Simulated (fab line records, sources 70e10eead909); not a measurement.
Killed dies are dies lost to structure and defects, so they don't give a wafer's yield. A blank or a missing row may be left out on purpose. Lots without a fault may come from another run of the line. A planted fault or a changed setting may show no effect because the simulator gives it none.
Chamber matching | flow nand_harc | NHARC_P_CONTACT_ALD_22 on ald_metal-01: 4 sister chambers
The step deposits TiN, target thk 3 nm, pulse time 1 s, ald cycles 150. 16 wafers are shown with their chamber, then 8 later ones without.

WAFERS WITH THEIR CHAMBER
wafer  | chamber | heater_power_w (W) | precursor_pulse_height_rel | susceptor_temp_C (C)
L081.1 | 0       | 1033               | 1.014                      | 450.18
L081.5 | 2       | 1168               | 1.016                      | 450.04
L081.6 | 1       | 905                | 1.007                      | 449.79
L083.4 | 1       | 901                | 1.000                      | 450.59
L083.5 | 0       | 1054               | 0.987                      | 450.01
L083.6 | 3       | 1103               | 0.993                      | 450.32
L086.2 | 3       | 1102               | 1.044                      | 450.27
L086.5 | 2       | 1200               | 0.987                      | 449.90
L086.6 | 1       | 912                | 1.046                      | 450.05
L087.1 | 1       | 923                | 1.005                      | 449.90
L087.4 | 3       | 1111               | 0.997                      | 449.44
L087.6 | 1       | 906                | 1.011                      | 449.91
L090.1 | 0       | 1041               | 0.995                      | 449.88
L090.5 | 3       | 1091               | 1.025                      | 449.72
L090.6 | 0       | 1034               | 0.991                      | 449.93
L092.1 | 0       | 1012               | 1.017                      | 449.66

SIGNATURES (means of the wafers above)
reading                    | chamber 0 | chamber 1 | chamber 2 | chamber 3 | scatter within a chamber
heater_power_w             | 1034.80   | 909.40    | 1184.00   | 1101.75   | 12.7
precursor_pulse_height_rel | 1.00080   | 1.01380   | 1.00150   | 1.01475   | 0.0189
susceptor_temp_C           | 449.9320  | 450.0480  | 449.9700  | 449.9375  | 0.304
Rule: a wafer's distance from a chamber is the root of the sum, over the readings, of the square of ((its reading less the chamber's mean) divided by the reading's scatter). The wafer belongs to the nearest chamber; if the next one is less than 2 further off, it can't be placed. The scatter: the root of (the sum of the squares of (reading less its chamber's mean) over the shown wafers, divided by (wafers less chambers)).

WAFERS WITHOUT THEIR CHAMBER
wafer  | heater_power_w (W) | precursor_pulse_height_rel | susceptor_temp_C (C)
L092.5 | 1121               | 0.998                      | 450.15
L092.6 | 1047               | 0.958                      | 449.76
L094.2 | 1184               | 1.036                      | 450.31
L094.3 | 919                | 0.979                      | 450.19
L094.6 | 1182               | 1.040                      | 450.14
L097.3 | 1167               | 1.004                      | 449.82
L097.5 | 942                | 0.978                      | 449.94
L097.6 | 1035               | 0.991                      | 450.44

WHICH CHAMBER EACH WENT THROUGH
wafer  | from the rows above | in truth
L092.5 | 3                   | 3
L092.6 | 0                   | 0
L094.2 | 2                   | 2
L094.3 | 1                   | 1
L094.6 | 2                   | 2
L097.3 | 2                   | 2
L097.5 | 1                   | 1
L097.6 | 0                   | 0
Placed correctly: 8 of 8. Can't be placed from these rows: 0. Placed wrongly: 0.
